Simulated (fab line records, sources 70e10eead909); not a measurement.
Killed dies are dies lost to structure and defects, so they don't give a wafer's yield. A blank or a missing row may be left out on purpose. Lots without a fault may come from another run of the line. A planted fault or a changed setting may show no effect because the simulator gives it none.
Problem report in the 8D (eight disciplines) form, filled by code | flow nand_harc | the parts of the form that need people (team, actions taken, sign-off) are left out

1. THE PROBLEM
oes_product_au at NHARC_THIN_TSV_ETCHBACK_48 reads a mean of 0.781 a.u. on 5 wafers of 3 lots; wafers without a fault read 0.935 a.u. with a standard deviation of 0.026. That is -5.9 standard deviations from the usual mean.
The step: etches the open film in C4F8/Ar, target depth 1028.5 nm, time 405.17 s.
First seen on wafer L999.1, day 31 05:10, on rie_diel-03. The record holds 45 wafers of 15 lots with a number at this step. Rule for "out", or "out of limits": more than 4 standard deviations from the usual mean. The other wafers with a number count as sound.

2. WHAT IT IS AND WHAT IT IS NOT
question                    | is                                     | is not
which readings at this step | oes_product_au                         | rf_fwd_power_W, rf_vpp_V
which lots                  | L100, L101, L999                       | L103, L981, L982, L983, L984, L985, L986, L987, L988, L991, L992, L998
which wafers of those lots  | L100.1, L100.6, L101.6, L999.1, L999.4 | L100.2, L101.1, L101.2, L999.6
read on which tools         | rie_diel-03                            | rie_diel-07, rie_diel-10
when                        | from day 31 05:10                      | up to then (31 sound wafers); but 9 sound wafers of L100, L101, L103, L998 came after

3. SUSPECTS, AND WHAT RULES EACH OUT
Counting: a tool at a process step up to the reading stays a suspect if it ran every lot that is out. Sound lots after the first of them don't rule it out here, since some wafers of a struck lot are sound.
- rie_diel-03 at NHARC_THIN_TSV_ETCHBACK_48 (etches the open film in C4F8/Ar, target depth 1028.5 nm, time 405.17 s): kept. It ran every lot that is out, first L999 (day 31 05:10); its last sound lot up to then is L991 (day 28 17:32). Its own readings are out on those wafers: oes_product_au.
- Within rie_diel-03 at NHARC_THIN_TSV_ETCHBACK_48: the wafers that are out ran in chamber 0; their sound lot-mates ran in chambers 1, 2, 3.
Left after counting: rie_diel-03 at NHARC_THIN_TSV_ETCHBACK_48.

4. THE CAUSE (what the simulator had put in)
Process parameter drift: rie_diel-03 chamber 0, from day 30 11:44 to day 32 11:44, at NHARC_THIN_TSV_ETCHBACK_48. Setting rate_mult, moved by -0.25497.
Counting left only this tool.

5. THE CHAIN OF EFFECTS, in route order
Each row: a reading whose mean over the struck wafers that have a number lies more than 3 standard deviations from the usual. Only readings for which the record gives a usual standard deviation are gone through. hours: the time from each lot's start at the first step in this table that gives one to its start at this step, as a median over the lots. sigmas: the change in usual standard deviations.
hours | step                       | reading        | usual      | on struck wafers | change | sigmas
0     | NHARC_THIN_TSV_ETCHBACK_48 | oes_product_au | 0.935 a.u. | 0.781            | -0.154 | -5.9
The process steps in it:
- NHARC_THIN_TSV_ETCHBACK_48: etches the open film in C4F8/Ar, target depth 1028.5 nm, time 405.17 s.

6. WHAT WOULD HAVE CAUGHT IT SOONER
In this record the first reading out of limits was taken at day 31 05:10, 17 hours after the fault began at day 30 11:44.
